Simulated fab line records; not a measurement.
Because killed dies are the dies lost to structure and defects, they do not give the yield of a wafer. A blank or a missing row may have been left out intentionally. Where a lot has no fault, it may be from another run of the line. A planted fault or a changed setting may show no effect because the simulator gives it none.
Which tool is to blame? / flow n5 finfet / Sampling: 9 lots, 27 wafers, 6 of 1938 route steps

WHAT EACH GAUGE READ, for each wafer
N5_BEOL_M0_RS_MEAS_126: measurement is done with a four-point probe. Usual: M0_RS gives 0.529 ohm/sq (standard deviation 0.017).
lot=L850; measured=day 6 19:40; on=film metro-02; M0_RS (ohm/sq)=0.536 0.521 0.514; flag=
lot=L851; measured=day 7 00:12; on=film metro-01; M0_RS (ohm/sq)=0.530 0.502 0.517; flag=
lot=L856; measured=day 8 12:05; on=film metro-01; M0_RS (ohm/sq)=0.542 0.535 0.557; flag=
lot=L858; measured=day 9 01:30; on=film metro-02; M0_RS (ohm/sq)=0.520 0.537 0.522; flag=
lot=L857; measured=day 9 09:28; on=film metro-02; M0_RS (ohm/sq)=0.541 0.528 0.525; flag=
lot=L863; measured=day 10 02:28; on=film metro-01; M0_RS (ohm/sq)=0.510 0.511 0.542; flag=
lot=L865; measured=day 10 21:12; on=film metro-02; M0_RS (ohm/sq)=0.566 0.504 0.548; flag=
lot=L867; measured=day 11 03:40; on=film metro-01; M0_RS (ohm/sq)=0.500 0.503 0.511; flag=
lot=L869; measured=day 11 09:59; on=film metro-01; M0_RS (ohm/sq)=0.547 0.520 0.516; flag=

N5_BEOL_M1_INSPECT_13: inspects for defects (brightfield). Usual: raw defect count at 417, with a standard deviation of 110.
lot=L850; measured=day 6 21:26; on=defect inspect-01; raw defect count=514 472 470; flag=
lot=L851; measured=day 7 02:33; on=defect inspect-02; raw defect count=375 389 500; flag=
lot=L856; measured=day 8 13:38; on=defect inspect-02; raw defect count=245 294 421; flag=
lot=L858; measured=day 9 04:49; on=defect inspect-02; raw defect count=506 411 305; flag=
lot=L857; measured=day 9 10:35; on=defect inspect-02; raw defect count=1700 298 1778; flag=OFF
lot=L863; measured=day 10 03:19; on=defect inspect-01; raw defect count=680 492 1875; flag=OFF
lot=L865; measured=day 10 22:10; on=defect inspect-02; raw defect count=570 512 402; flag=
lot=L867; measured=day 11 05:19; on=defect inspect-02; raw defect count=404 246 437; flag=
lot=L869; measured=day 11 12:21; on=defect inspect-02; raw defect count=427 506 540; flag=

N5_BEOL_M4_RC_MEAS_101. Usual: DIBL_N 36.9 mV/V, standard deviation 1.7; DIBL_P 36.7 mV/V, standard deviation 2.1; IOFF_N 0.17 nA/um, standard deviation 0.032; IOFF_P 0.22 nA/um, standard deviation 0.036; ION_N 674 uA/um, standard deviation 12; ION_P 461 uA/um, standard deviation 7; SS_N 71.7 mV/dec, standard deviation 0.6; SS_P 73.4 mV/dec, standard deviation 0.67; VT_N 249 mV, standard deviation 3.1; VT_P -250 mV, standard deviation 3.2.
lot=L850; measured=day 8 14:13; on=prober-02; DIBL_N (mV/V)=32.8 35.9 34.4; DIBL_P (mV/V)=32.8 35.1 32.9; IOFF_N (nA/um)=0.12 0.16 0.14; IOFF_P (nA/um)=0.17 0.20 0.17; ION_N (uA/um)=660 663 652; ION_P (uA/um)=454 454 446; SS_N (mV/dec)=70.6 71.8 71.6; SS_P (mV/dec)=72.8 72.8 72.2; VT_N (mV)=255 250 252; VT_P (mV)=-252 -252 -251; flag=
lot=L851; measured=day 9 03:32; on=prober-02; DIBL_N (mV/V)=37.5 40.4 37.1; DIBL_P (mV/V)=38.3 42.5 38.5; IOFF_N (nA/um)=0.17 0.24 0.16; IOFF_P (nA/um)=0.21 0.28 0.21; ION_N (uA/um)=668 691 678; ION_P (uA/um)=460 463 461; SS_N (mV/dec)=71.6 72.7 72.3; SS_P (mV/dec)=73.6 75.5 73.6; VT_N (mV)=250 242 250; VT_P (mV)=-252 -248 -251; flag=
lot=L856; measured=day 10 05:55; on=prober-01; DIBL_N (mV/V)=34.8 34.6 35.2; DIBL_P (mV/V)=34.7 34.8 35.8; IOFF_N (nA/um)=0.15 0.13 0.15; IOFF_P (nA/um)=0.20 0.21 0.23; ION_N (uA/um)=662 657 673; ION_P (uA/um)=461 454 464; SS_N (mV/dec)=71.6 70.7 71.5; SS_P (mV/dec)=72.5 71.8 72.8; VT_N (mV)=251 253 251; VT_P (mV)=-249 -252 -249; flag=
lot=L858; measured=day 10 15:55; on=prober-01; DIBL_N (mV/V)=36.1 34.8 35.1; DIBL_P (mV/V)=35.3 34.0 34.4; IOFF_N (nA/um)=0.15 0.13 0.14; IOFF_P (nA/um)=0.22 0.19 0.19; ION_N (uA/um)=668 656 665; ION_P (uA/um)=466 457 459; SS_N (mV/dec)=71.4 70.9 71.9; SS_P (mV/dec)=72.6 71.8 72.7; VT_N (mV)=250 253 252; VT_P (mV)=-246 -252 -249; flag=
lot=L857; measured=day 11 08:37; on=prober-01; DIBL_N (mV/V)=38.3 40.4 38.5; DIBL_P (mV/V)=37.3 39.3 36.5; IOFF_N (nA/um)=0.18 0.24 0.20; IOFF_P (nA/um)=0.23 0.27 0.22; ION_N (uA/um)=684 692 680; ION_P (uA/um)=461 472 458; SS_N (mV/dec)=72.0 72.4 72.6; SS_P (mV/dec)=73.8 74.3 74.3; VT_N (mV)=250 246 248; VT_P (mV)=-252 -249 -250; flag=
lot=L863; measured=day 11 13:01; on=prober-01; DIBL_N (mV/V)=36.7 37.6 36.9; DIBL_P (mV/V)=36.8 36.9 36.5; IOFF_N (nA/um)=0.14 0.18 0.15; IOFF_P (nA/um)=0.19 0.19 0.18; ION_N (uA/um)=664 671 660; ION_P (uA/um)=454 455 456; SS_N (mV/dec)=71.6 72.4 71.9; SS_P (mV/dec)=73.0 72.8 72.7; VT_N (mV)=251 248 252; VT_P (mV)=-253 -251 -252; flag=
lot=L865; measured=day 12 15:16; on=prober-02; DIBL_N (mV/V)=36.3 34.8 37.2; DIBL_P (mV/V)=35.0 33.8 35.8; IOFF_N (nA/um)=0.17 0.13 0.18; IOFF_P (nA/um)=0.26 0.23 0.26; ION_N (uA/um)=681 668 681; ION_P (uA/um)=470 469 471; SS_N (mV/dec)=71.5 71.8 71.3; SS_P (mV/dec)=72.7 72.6 73.8; VT_N (mV)=247 254 247; VT_P (mV)=-245 -245 -245; flag=
lot=L867; measured=day 13 01:27; on=prober-01; DIBL_N (mV/V)=35.4 37.0 35.2; DIBL_P (mV/V)=37.3 37.7 37.1; IOFF_N (nA/um)=0.16 0.17 0.15; IOFF_P (nA/um)=0.21 0.22 0.21; ION_N (uA/um)=681 682 682; ION_P (uA/um)=464 465 461; SS_N (mV/dec)=71.1 70.8 71.0; SS_P (mV/dec)=73.6 73.7 73.0; VT_N (mV)=248 248 250; VT_P (mV)=-250 -249 -249; flag=
lot=L869; measured=day 13 07:12; on=prober-02; DIBL_N (mV/V)=37.5 38.9 35.0; DIBL_P (mV/V)=38.7 40.3 35.1; IOFF_N (nA/um)=0.20 0.23 0.14; IOFF_P (nA/um)=0.28 0.30 0.22; ION_N (uA/um)=681 696 660; ION_P (uA/um)=473 471 468; SS_N (mV/dec)=72.4 72.0 71.2; SS_P (mV/dec)=74.4 74.2 73.2; VT_N (mV)=244 245 251; VT_P (mV)=-247 -243 -249; flag=

TOOL THAT RAN EACH LOT (tool first, then ch and the chambers of the sampled wafers, then the start)
lot=L850; N5_BEOL_M0_CO_CAP_123=cvd co-02 ch 1,2, day 6 19:29; N5_BEOL_M1_ILD_DEP_00=pecvd-02 ch 0,2, day 6 19:43; N5_BEOL_M1_ETCH_63=rie diel-03 ch 2,3, day 6 21:32
lot=L851; N5_BEOL_M0_CO_CAP_123=cvd co-01 ch 0,1,2, day 6 23:59; N5_BEOL_M1_ILD_DEP_00=pecvd-03 ch 2, day 7 00:16; N5_BEOL_M1_ETCH_63=rie diel-03 ch 0,2, day 7 02:38
lot=L856; N5_BEOL_M0_CO_CAP_123=cvd co-01 ch 0,2, day 8 11:55; N5_BEOL_M1_ILD_DEP_00=pecvd-03 ch 0,1, day 8 12:09; N5_BEOL_M1_ETCH_63=rie diel-03 ch 1,2,3, day 8 13:43
lot=L858; N5_BEOL_M0_CO_CAP_123=cvd co-01 ch 0,1,2, day 9 01:19; N5_BEOL_M1_ILD_DEP_00=pecvd-03 ch 1,2, day 9 01:34; N5_BEOL_M1_ETCH_63=rie diel-06 ch 0,2, day 9 04:54
lot=L857; N5_BEOL_M0_CO_CAP_123=cvd co-01 ch 0,1,2, day 9 09:16; N5_BEOL_M1_ILD_DEP_00=pecvd-03 ch 1,2, day 9 09:31; N5_BEOL_M1_ETCH_63=rie diel-01 ch 0,1, day 9 10:45
lot=L863; N5_BEOL_M0_CO_CAP_123=cvd co-01 ch 1,2, day 10 02:17; N5_BEOL_M1_ILD_DEP_00=pecvd-03 ch 0,1,2, day 10 02:32; N5_BEOL_M1_ETCH_63=rie diel-06 ch 1,2,3, day 10 03:24
lot=L865; N5_BEOL_M0_CO_CAP_123=cvd co-02 ch 1,2, day 10 21:01; N5_BEOL_M1_ILD_DEP_00=pecvd-02 ch 1,2, day 10 21:16; N5_BEOL_M1_ETCH_63=rie diel-06 ch 0,1,2, day 10 22:16
lot=L867; N5_BEOL_M0_CO_CAP_123=cvd co-02 ch 0,1,2, day 11 03:31; N5_BEOL_M1_ILD_DEP_00=pecvd-02 ch 0,1,2, day 11 03:44; N5_BEOL_M1_ETCH_63=rie diel-03 ch 0,1,2, day 11 05:25
lot=L869; N5_BEOL_M0_CO_CAP_123=cvd co-01 ch 0,1, day 11 09:48; N5_BEOL_M1_ILD_DEP_00=pecvd-02 ch 0,2, day 11 10:02; N5_BEOL_M1_ETCH_63=rie diel-03 ch 0,1,3, day 11 12:26
- N5_BEOL_M0_CO_CAP_123: material Co, precursor CCTBA/H2, target thk 2 nm, time 102.1 s.
- N5_BEOL_M1_ILD_DEP_00: deposits SiOC from DEMS/O2, target thk 79 nm, time 15.3 s.
- N5_BEOL_M1_ETCH_63: etches SiARC in CF4, target depth 15.6 nm, time 26 s.

WHAT THE TOOLS THEMSELVES READ (means of the sampled wafers that have a number; where no wafer has one, the mark that the record gives instead)
N5_BEOL_M0_CO_CAP_123. Usual: heater power outer w 120 W, standard deviation 17; heater power w 234 W, standard deviation 35; susceptor temp C 200.00 C, standard deviation 0.16.
lot=L850; tool=cvd co-02; heater power outer w (W)=110; heater power w (W)=222; susceptor temp C (C)=199.97; flag=
lot=L851; tool=cvd co-01; heater power outer w (W)=121; heater power w (W)=235; susceptor temp C (C)=200.02; flag=
lot=L856; tool=cvd co-01; heater power outer w (W)=117; heater power w (W)=233; susceptor temp C (C)=200.23; flag=
lot=L858; tool=cvd co-01; heater power outer w (W)=121; heater power w (W)=237; susceptor temp C (C)=200.02; flag=
lot=L857; tool=cvd co-01; heater power outer w (W)=122; heater power w (W)=231; susceptor temp C (C)=200.06; flag=
lot=L863; tool=cvd co-01; heater power outer w (W)=106; heater power w (W)=201; susceptor temp C (C)=200.10; flag=
lot=L865; tool=cvd co-02; heater power outer w (W)=117; heater power w (W)=223; susceptor temp C (C)=200.08; flag=
lot=L867; tool=cvd co-02; heater power outer w (W)=115; heater power w (W)=235; susceptor temp C (C)=200.03; flag=
lot=L869; tool=cvd co-01; heater power outer w (W)=127; heater power w (W)=236; susceptor temp C (C)=200.06; flag=

N5_BEOL_M1_ILD_DEP_00. Usual: heater power outer w 249 W, standard deviation 38; heater power w 469 W, standard deviation 68; showerhead plenum p Torr 5.700 Torr, standard deviation 0.014; susceptor temp C 350.01 C, standard deviation 0.23; throttle valve pct 12.0 %, standard deviation 0.48.
lot=L850; tool=pecvd-02; heater power outer w (W)=287; heater power w (W)=558; showerhead plenum p Torr (Torr)=5.692; susceptor temp C (C)=350.03; throttle valve pct (%)=12.3; flag=
lot=L851; tool=pecvd-03; heater power outer w (W)=219; heater power w (W)=401; showerhead plenum p Torr (Torr)=5.702; susceptor temp C (C)=350.25; throttle valve pct (%)=11.4; flag=
lot=L856; tool=pecvd-03; heater power outer w (W)=237; heater power w (W)=453; showerhead plenum p Torr (Torr)=5.705; susceptor temp C (C)=349.84; throttle valve pct (%)=12.1; flag=
lot=L858; tool=pecvd-03; heater power outer w (W)=224; heater power w (W)=396; showerhead plenum p Torr (Torr)=5.686; susceptor temp C (C)=350.24; throttle valve pct (%)=12.1; flag=
lot=L857; tool=pecvd-03; heater power outer w (W)=244; heater power w (W)=429; showerhead plenum p Torr (Torr)=5.692; susceptor temp C (C)=349.91; throttle valve pct (%)=12.2; flag=
lot=L863; tool=pecvd-03; heater power outer w (W)=233; heater power w (W)=431; showerhead plenum p Torr (Torr)=5.701; susceptor temp C (C)=349.98; throttle valve pct (%)=12.1; flag=
lot=L865; tool=pecvd-02; heater power outer w (W)=257; heater power w (W)=463; showerhead plenum p Torr (Torr)=5.702; susceptor temp C (C)=350.05; throttle valve pct (%)=11.8; flag=
lot=L867; tool=pecvd-02; heater power outer w (W)=264; heater power w (W)=490; showerhead plenum p Torr (Torr)=5.701; susceptor temp C (C)=350.07; throttle valve pct (%)=12.0; flag=
lot=L869; tool=pecvd-02; heater power outer w (W)=286; heater power w (W)=564; showerhead plenum p Torr (Torr)=5.685; susceptor temp C (C)=350.19; throttle valve pct (%)=12.3; flag=

N5_BEOL_M1_ETCH_63. Usual: drypump motor current A 5.6 A, standard deviation 0.38; etch rf on time s 25.9 s, standard deviation 0.49; oes product au 0.67 a.u., standard deviation 0.062; rf vpp V 184.1 V, standard deviation 1.3; showerhead plenum p Torr 2.15 Torr, standard deviation 0.08; throttle valve pct 15.54 %, standard deviation 0.29.
lot=L850; tool=rie diel-03; drypump motor current A (A)=5.7; etch rf on time s (s)=25.8; oes product au (a.u.)=0.61; rf vpp V (V)=184.3; showerhead plenum p Torr (Torr)=2.15; throttle valve pct (%)=15.76; flag=
lot=L851; tool=rie diel-03; drypump motor current A (A)=5.2; etch rf on time s (s)=25.8; oes product au (a.u.)=0.70; rf vpp V (V)=184.6; showerhead plenum p Torr (Torr)=2.20; throttle valve pct (%)=15.23; flag=
lot=L856; tool=rie diel-03; drypump motor current A (A)=5.7; etch rf on time s (s)=25.8; oes product au (a.u.)=0.64; rf vpp V (V)=184.4; showerhead plenum p Torr (Torr)=2.17; throttle valve pct (%)=15.50; flag=
lot=L858; tool=rie diel-06; drypump motor current A (A)=5.4; etch rf on time s (s)=26.8; oes product au (a.u.)=0.65; rf vpp V (V)=183.6; showerhead plenum p Torr (Torr)=2.12; throttle valve pct (%)=15.85; flag=
lot=L857; tool=rie diel-01; drypump motor current A (A)=5.4; etch rf on time s (s)=26.3; oes product au (a.u.)=0.62; rf vpp V (V)=184.3; showerhead plenum p Torr (Torr)=2.18; throttle valve pct (%)=15.64; flag=
lot=L863; tool=rie diel-06; drypump motor current A (A)=5.5; etch rf on time s (s)=25.6; oes product au (a.u.)=0.69; rf vpp V (V)=184.1; showerhead plenum p Torr (Torr)=2.19; throttle valve pct (%)=15.60; flag=
lot=L865; tool=rie diel-06; drypump motor current A (A)=5.6; etch rf on time s (s)=26.0; oes product au (a.u.)=0.69; rf vpp V (V)=184.2; showerhead plenum p Torr (Torr)=2.13; throttle valve pct (%)=15.58; flag=
lot=L867; tool=rie diel-03; drypump motor current A (A)=5.5; etch rf on time s (s)=26.4; oes product au (a.u.)=0.66; rf vpp V (V)=184.7; showerhead plenum p Torr (Torr)=2.18; throttle valve pct (%)=15.28; flag=
lot=L869; tool=rie diel-03; drypump motor current A (A)=5.7; etch rf on time s (s)=25.8; oes product au (a.u.)=0.73; rf vpp V (V)=185.2; showerhead plenum p Torr (Torr)=2.23; throttle valve pct (%)=15.36; flag=

THE ANSWER, worked out from the rows above alone
Rule: a lot counts as off when the mean over its wafers that have a number is more than 3 standard deviations away from the usual mean. Also off: a lot with no number at a reading for which 4 or more lots have one. Where the step has rows for the other lots, those lots are counted as sound. The gauges are gone through in route order, then the tools' own readings, and for those a lot's mean is taken as printed above. The first step at which some lot is off is used, and at that step the reading that is off furthest; a lot without a number counts as furthest.
Off at N5_BEOL_M1_INSPECT_13 (raw defect count): L857, L863.
If a tool, at a process step before that reading, ran all the lots that are off and no sound lot after the first of them, it fits. The gauges at N5_BEOL_M1_INSPECT_13 are tried like those tools. One fits: pecvd-03 at N5_BEOL_M1_ILD_DEP_00. A fault onset in the window from L858 (day 9 01:34, its last sound lot) to L857 (day 9 09:31, its first lot off) fits.

WHAT HAD BEEN PUT IN BY THE SIMULATOR
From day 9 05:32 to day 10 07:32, pecvd-03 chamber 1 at N5_BEOL_M1_ILD_DEP_00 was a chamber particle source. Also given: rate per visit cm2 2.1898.
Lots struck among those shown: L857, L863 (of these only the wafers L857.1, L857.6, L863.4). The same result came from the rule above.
